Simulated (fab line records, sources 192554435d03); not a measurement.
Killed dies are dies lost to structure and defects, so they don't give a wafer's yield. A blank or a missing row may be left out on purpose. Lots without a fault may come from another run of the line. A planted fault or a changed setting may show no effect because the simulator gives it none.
Chamber matching | flow n5_finfet | N5_BEOL_M11_STRIP_19 on rie_diel-02: 4 sister chambers
The step strips in O2. 18 wafers are shown with their chamber, then 9 later ones without.

WAFERS WITH THEIR CHAMBER
wafer  | chamber | drypump_motor_current_A (A) | throttle_valve_pct (%) | showerhead_plenum_p_Torr (Torr)
L076.2 | 2       | 5.8                         | 17.04                  | 1.98
L076.5 | 3       | 5.4                         | 16.46                  | 2.22
L076.6 | 2       | 5.9                         | 17.04                  | 1.98
L081.1 | 3       | 5.4                         | 16.47                  | 2.22
L081.2 | 1       | 4.8                         | 17.12                  | 2.11
L081.6 | 3       | 5.4                         | 16.47                  | 2.22
L083.1 | 2       | 5.8                         | 17.09                  | 1.98
L083.2 | 3       | 5.4                         | 16.44                  | 2.22
L083.3 | 0       | 5.8                         | 16.69                  | 2.00
L083.4 | 2       | 5.8                         | 17.08                  | 1.98
L083.5 | 3       | 5.4                         | 16.45                  | 2.22
L083.6 | 0       | 5.8                         | 16.68                  | 2.00
L089.1 | 2       | 5.8                         | 16.70                  | 2.24
L089.2 | 1       | 4.8                         | 17.14                  | 2.11
L089.5 | 1       | 4.8                         | 17.13                  | 2.10
L091.3 | 3       | 5.4                         | 16.49                  | 2.21
L091.4 | 1       | 4.8                         | 17.16                  | 2.11
L091.6 | 2       | 5.8                         | 16.68                  | 2.24

SIGNATURES (means of the wafers above)
reading                  | chamber 0 | chamber 1 | chamber 2 | chamber 3 | scatter within a chamber
drypump_motor_current_A  | 5.800     | 4.800     | 5.817     | 5.400     | 0.0244
throttle_valve_pct       | 16.6850   | 17.1375   | 16.9383   | 16.4633   | 0.116
showerhead_plenum_p_Torr | 2.0000    | 2.1075    | 2.0667    | 2.2183    | 0.0803
Rule: a wafer's distance from a chamber is the root of the sum, over the readings, of the square of ((its reading less the chamber's mean) divided by the reading's scatter). The wafer belongs to the nearest chamber; if the next one is less than 2 further off, it can't be placed. The scatter: the root of (the sum of the squares of (reading less its chamber's mean) over the shown wafers, divided by (wafers less chambers)).

WAFERS WITHOUT THEIR CHAMBER
wafer  | drypump_motor_current_A (A) | throttle_valve_pct (%) | showerhead_plenum_p_Torr (Torr)
L090.2 | 5.8                         | 16.68                  | 2.23
L090.3 | 4.9                         | 17.15                  | 2.10
L090.6 | 4.8                         | 17.14                  | 2.10
L094.1 | 5.9                         | 16.72                  | 2.23
L094.3 | 4.8                         | 17.16                  | 2.10
L094.4 | 5.4                         | 16.52                  | 2.20
L097.2 | 5.8                         | 16.73                  | 1.99
L097.3 | 5.9                         | 16.72                  | 2.23
L097.6 | 4.8                         | 17.17                  | 2.10

WHICH CHAMBER EACH WENT THROUGH
wafer  | from the rows above     | in truth
L090.2 | can't be placed: 0 or 2 | 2
L090.3 | 1                       | 1
L090.6 | 1                       | 1
L094.1 | can't be placed: 2 or 0 | 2
L094.3 | 1                       | 1
L094.4 | 3                       | 3
L097.2 | can't be placed: 0 or 2 | 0
L097.3 | can't be placed: 2 or 0 | 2
L097.6 | 1                       | 1
Placed correctly: 5 of 9. Can't be placed from these rows: 4 (the true chamber is among the candidates in 4). Placed wrongly: 0.
